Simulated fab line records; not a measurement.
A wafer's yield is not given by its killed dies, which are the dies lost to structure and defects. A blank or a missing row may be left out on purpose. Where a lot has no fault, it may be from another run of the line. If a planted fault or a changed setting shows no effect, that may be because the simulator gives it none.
Chamber matching ; flow n5_finfet ; 4 sister chambers for N5_BEOL_M13_VIA_ETCH_16 on rie_diel-02
The step etches SiOC in C4F8/O2/Ar, target depth 921.7 nm. 14 wafers are shown with their chamber, then 7 later ones without.

## EACH WAFER AND ITS CHAMBER
wafer;chamber;drypump_motor_current_A (A);showerhead_plenum_p_Torr (Torr);throttle_valve_pct (%)
L080.1;2;5.1;3.36;24.3
L080.5;1;5.8;3.34;24.0
L080.6;0;6.3;3.41;24.8
L083.1;2;5.2;3.36;24.3
L083.2;3;5.3;3.43;23.9
L083.5;3;5.3;3.43;23.9
L085.1;1;5.8;3.33;24.0
L085.2;3;5.4;3.43;23.8
L085.6;1;5.8;3.33;24.0
L086.1;3;5.4;3.43;23.9
L086.3;1;5.8;3.33;24.0
L086.5;0;6.3;3.40;24.9
L089.1;3;5.4;3.43;23.9
L089.2;1;5.8;3.33;24.0

SIGNATURES (averages over the wafers above)
reading;chamber 0;chamber 1;chamber 2;chamber 3;scatter within a chamber
drypump_motor_current_A;6.300;5.800;5.150;5.360;0.0412
showerhead_plenum_p_Torr;3.4050;3.3320;3.3600;3.4300;0.00361
throttle_valve_pct;24.850;24.000;24.300;23.880;0.0361
Rule: a wafer's distance from a chamber is the root of the sum, over the readings, of the square of ((its reading less the chamber's mean) divided by the reading's scatter). The wafer belongs to the nearest chamber; if the next one is less than 2 further off, it can't be placed. The scatter: the root of (the sum of the squares of (reading less its chamber's mean) over the shown wafers, divided by (wafers less chambers)).

## WAFERS WHOSE CHAMBER IS MISSING
wafer;drypump_motor_current_A (A);showerhead_plenum_p_Torr (Torr);throttle_valve_pct (%)
L089.5;5.8;3.33;24.0
L095.1;5.3;3.42;23.9
L095.3;5.2;3.35;24.2
L095.6;5.3;3.42;23.9
L097.1;5.3;3.42;23.9
L097.3;5.8;3.32;24.1
L097.6;5.2;3.34;24.2

## WHICH CHAMBER EACH WENT THROUGH
wafer;from the rows above;in truth
L089.5;1;1
L095.1;3;3
L095.3;2;2
L095.6;3;3
L097.1;3;3
L097.3;1;1
L097.6;2;2
Correctly placed: 7 of 7. Can't be placed from these rows: 0. Wrongly placed: 0.
